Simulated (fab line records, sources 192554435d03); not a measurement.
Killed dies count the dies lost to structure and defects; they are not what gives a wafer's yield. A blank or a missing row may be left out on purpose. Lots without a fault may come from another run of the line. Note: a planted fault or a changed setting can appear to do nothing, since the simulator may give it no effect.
Which tool is to blame?	flow n5_finfet	Sampling: 12 lots, 33 wafers, 4 of 1938 route steps

== WHAT THE GAUGES READ, wafer by wafer ==
N5_STI_FIN_REVEAL_FIN_H_MEAS_10. Usual: trench_depth_nm 51.6 nm, standard deviation 0.83.
lot	measured	on	trench_depth_nm (nm)	flag
L515	day 2 12:38	ocd-01	51.5 51.1	
L517	day 3 02:20	ocd-02	52.6 51.7 52.2	
L518	day 3 06:59	ocd-01	51.7 51.8 52.0	
L519	day 3 12:52	ocd-02	51.4 50.3 52.3	
L520	day 3 19:08	ocd-01	51.5 51.6 52.4	
L521	day 3 23:46	ocd-01	52.3 52.2 52.4	
L522	day 4 06:18	ocd-02	51.6 52.3 51.6	
L525	day 5 01:54	ocd-01	56.2 51.6	
L526	day 5 07:53	ocd-01	55.1 50.8	
L531	day 6 12:52	ocd-01	51.2 50.7 49.9	
L534	day 7 09:19	ocd-02	51.9 51.7 51.3	
L536	day 8 03:58	ocd-01	51.9 53.2 51.8	

== EACH LOT AND THE TOOL THAT RAN IT (in order: tool; ch and the chambers of the sampled wafers; start) ==
lot	N5_FIN_CUT_PRECLEAN_35	N5_FIN_CUT_CUT_ETCH_28	N5_STI_FIN_REVEAL_RECESS_09
L515	vapor_etch-02 ch 0,1, day 2 03:36	rie_si-03 ch 2,3, day 2 03:44	vapor_etch-01 ch 0, day 2 09:56
L517	vapor_etch-01 ch 0,1, day 2 16:41	rie_si-03 ch 0,3, day 2 16:49	vapor_etch-02 ch 0,1, day 2 23:32
L518	vapor_etch-02 ch 0,1, day 2 21:59	rie_si-03 ch 1,2, day 2 22:07	vapor_etch-01 ch 0,1, day 3 04:16
L519	vapor_etch-02 ch 0,1, day 3 03:14	rie_si-03 ch 1,2,3, day 3 03:22	vapor_etch-02 ch 1, day 3 10:08
L520	vapor_etch-02 ch 0,1, day 3 09:59	rie_si-03 ch 1,2,3, day 3 10:07	vapor_etch-02 ch 0,1, day 3 16:25
L521	vapor_etch-01 ch 0,1, day 3 14:44	rie_si-04 ch 0,2, day 3 14:52	vapor_etch-01 ch 0,1, day 3 21:01
L522	vapor_etch-02 ch 0,1, day 3 21:07	rie_si-03 ch 0,1,2, day 3 21:16	vapor_etch-02 ch 0,1, day 4 03:36
L525	vapor_etch-02 ch 0,1, day 4 16:44	rie_si-02 ch 3, day 4 16:50	vapor_etch-01 ch 0,1, day 4 23:38
L526	vapor_etch-02 ch 0,1, day 4 22:31	rie_si-02 ch 0,3, day 4 22:38	vapor_etch-01 ch 0, day 5 05:41
L531	vapor_etch-02 ch 0,1, day 6 03:17	rie_si-04 ch 0,2, day 6 03:25	vapor_etch-02 ch 0,1, day 6 09:52
L534	vapor_etch-02 ch 0,1, day 6 23:20	rie_si-03 ch 0,1,3, day 6 23:27	vapor_etch-02 ch 0,1, day 7 07:09
L536	vapor_etch-01 ch 0,1, day 7 17:28	rie_si-02 ch 0,1, day 7 17:36	vapor_etch-02 ch 0,1, day 8 01:05
- N5_FIN_CUT_PRECLEAN_35: cleans in vHF, time 13.3 s.
- N5_FIN_CUT_CUT_ETCH_28: etches Si in HBr/Cl2/O2, target depth 6 nm, time 2.4 s.
- N5_STI_FIN_REVEAL_RECESS_09: chemistry HF/NH3, target SiO2, afs cycles 11, target depth 42.5 nm, sublimation time 60 s.

== AS READ BY THE TOOLS THEMSELVES (means over the sampled wafers that have a number; for cases with no such wafer, the mark the record gives instead) ==
N5_FIN_CUT_PRECLEAN_35. Usual: drypump_motor_current_A 5.3 A, standard deviation 0.42.
lot	tool	drypump_motor_current_A (A)	flag
L515	vapor_etch-02	4.9	
L517	vapor_etch-01	5.6	
L518	vapor_etch-02	4.8	
L519	vapor_etch-02	4.8	
L520	vapor_etch-02	4.9	
L521	vapor_etch-01	5.7	
L522	vapor_etch-02	5.0	
L525	vapor_etch-02	5.0	
L526	vapor_etch-02	4.9	
L531	vapor_etch-02	5.0	
L534	vapor_etch-02	5.1	
L536	vapor_etch-01	5.7	

N5_FIN_CUT_CUT_ETCH_28. Usual: drypump_motor_current_A 5.7 A, standard deviation 0.53; oes_product_au 0.999 a.u., standard deviation 0.014; throttle_valve_pct 37.12 %, standard deviation 0.24.
lot	tool	drypump_motor_current_A (A)	oes_product_au (a.u.)	throttle_valve_pct (%)	flag
L515	rie_si-03	5.2	1.007	37.03	
L517	rie_si-03	5.9	0.980	37.08	
L518	rie_si-03	5.1	1.008	37.20	
L519	rie_si-03	5.5	1.011	37.15	
L520	rie_si-03	5.5	1.004	37.14	
L521	rie_si-04	5.7	0.985	37.00	
L522	rie_si-03	5.6	0.990	37.22	
L525	rie_si-02	5.1	1.003	37.47	
L526	rie_si-02	5.8	0.996	37.05	
L531	rie_si-04	5.5	0.993	37.12	
L534	rie_si-03	5.9	0.996	37.15	
L536	rie_si-02	6.3	1.010	36.99	

N5_STI_FIN_REVEAL_RECESS_09. Usual: drypump_motor_current_A 5.3 A, standard deviation 0.42.
lot	tool	drypump_motor_current_A (A)	flag
L515	vapor_etch-01	5.9	
L517	vapor_etch-02	4.8	
L518	vapor_etch-01	5.8	
L519	vapor_etch-02	5.2	
L520	vapor_etch-02	5.0	
L521	vapor_etch-01	5.7	
L522	vapor_etch-02	5.0	
L525	vapor_etch-01	5.7	
L526	vapor_etch-01	5.9	
L531	vapor_etch-02	5.0	
L534	vapor_etch-02	4.8	
L536	vapor_etch-02	4.8	

== THE ANSWER, worked out from the rows above alone ==
Rule: take the mean of a lot's wafers that have a number; if it is more than 3 standard deviations from the usual mean, the lot is off. Also off: a lot with no number at a reading for which 4 or more lots have one. Where the step has rows for the other lots, those lots are counted as sound. After the gauges, taken in route order, come the tools' own readings; for these a lot's mean is taken, as printed above. The first step at which some lot is off is used, and at that step the reading that is off furthest; a lot without a number counts as furthest.
No lot is off on any of the readings shown, so nothing can be concluded from this.

== WHAT WAS PUT IN BY THE SIMULATOR ==
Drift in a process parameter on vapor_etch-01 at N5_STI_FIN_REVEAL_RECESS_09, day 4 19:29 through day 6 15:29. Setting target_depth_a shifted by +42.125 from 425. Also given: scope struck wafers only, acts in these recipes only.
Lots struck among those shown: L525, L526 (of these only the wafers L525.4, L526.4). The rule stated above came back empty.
